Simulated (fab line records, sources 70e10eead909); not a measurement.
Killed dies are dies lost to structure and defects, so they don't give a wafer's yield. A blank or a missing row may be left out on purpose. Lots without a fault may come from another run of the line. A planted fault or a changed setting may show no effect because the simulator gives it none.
Chamber matching | flow nand_harc | NHARC_A_CHANNEL_HOLE_D1_ETCH_38 on rie_diel-13: 4 sister chambers
The step etches the open film in CF4, target depth 39 nm, time 65 s. 8 wafers are shown with their chamber, then 7 later ones without.

WAFERS WITH THEIR CHAMBER
wafer  | chamber | drypump_motor_current_A (A) | oes_product_au (a.u.)
L077.1 | 2       | 5.2                         | 0.992
L077.4 | 3       | 5.6                         | 0.998
L077.5 | 0       | 5.3                         | 1.004
L081.2 | 1       | 5.9                         | 0.992
L081.4 | 2       | 5.2                         | 0.997
L081.6 | 1       | 5.9                         | 0.987
L086.2 | 0       | 5.2                         | 1.004
L086.3 | 3       | 5.6                         | 0.992

WAFERS WITHOUT THEIR CHAMBER
wafer  | drypump_motor_current_A (A) | oes_product_au (a.u.)
L086.5 | 5.9                         | 0.996
L087.2 | 5.2                         | 0.987
L087.4 | 5.9                         | 0.982
L087.5 | 5.6                         | 1.005
L089.3 | 5.6                         | 0.986
L089.5 | 5.2                         | 0.989
L089.6 | 5.9                         | 0.981

WHICH CHAMBER EACH WENT THROUGH
wafer  | from the rows above | in truth
L086.5 | 1                   | 1
L087.2 | 2                   | 2
L087.4 | 1                   | 1
L087.5 | 3                   | 3
L089.3 | 3                   | 3
L089.5 | 2                   | 2
L089.6 | 1                   | 1
Placed correctly: 7 of 7. Can't be placed from these rows: 0. Placed wrongly: 0.
How it was worked out, from the rows above alone: a wafer's distance from a chamber is the root of the sum, over the readings, of the square of ((its reading less the chamber's mean) divided by the reading's scatter). The wafer belongs to the nearest chamber; if the next one is less than 2 further off, it can't be placed. A chamber's mean is the mean of its shown wafers. The scatter: the root of (the sum of the squares of (reading less its chamber's mean) over the shown wafers, divided by (wafers less chambers)).
